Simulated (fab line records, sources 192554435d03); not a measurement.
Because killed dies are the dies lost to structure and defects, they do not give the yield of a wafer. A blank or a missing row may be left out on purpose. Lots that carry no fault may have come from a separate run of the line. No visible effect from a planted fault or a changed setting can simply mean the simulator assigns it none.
Matching of chambers | flow n5 finfet | N5_BEOL_M0_CUTY_ETCH_62 on rie diel-04: 4 sister chambers
The step etches SiARC in CF4, time 58.5 s. 4 wafers are shown with their chamber, then 7 later ones without.

## WAFERS, EACH WITH ITS CHAMBER
wafer  | chamber | showerhead plenum p Torr (Torr)
L080.6 | 3       | 2.03
L086.5 | 1       | 2.18
L088.1 | 0       | 2.15
L088.3 | 2       | 2.05

## WAFERS WHOSE CHAMBER IS MISSING
wafer  | showerhead plenum p Torr (Torr)
L088.6 | 2.18
L089.2 | 2.15
L089.3 | 2.18
L089.6 | 2.05
L092.1 | 2.14
L092.2 | 2.05
L092.6 | 2.14

## WHICH CHAMBER EACH WENT THROUGH
wafer  | from the rows above | in truth
L088.6 | 1                   | 1
L089.2 | 0                   | 0
L089.3 | 1                   | 1
L089.6 | 2                   | 2
L092.1 | 0                   | 0
L092.2 | 2                   | 2
L092.6 | 0                   | 0
7 of 7 placed correctly. Number that these rows cannot place: 0. Wrongly placed: 0.
How it was worked out, from the rows above alone: a wafer's distance from a chamber is the root of the sum, over the readings, of the square of ((its reading less the chamber's mean) divided by the reading's scatter). If the next closest chamber is less than 2 further off than the closest, the wafer can't be placed; otherwise it belongs to the closest. Each chamber's mean is taken over the wafers shown for it. The scatter (one wafer shown for each chamber): square how far every hidden wafer sits from the nearest shown wafer, average those squares and take the square root.
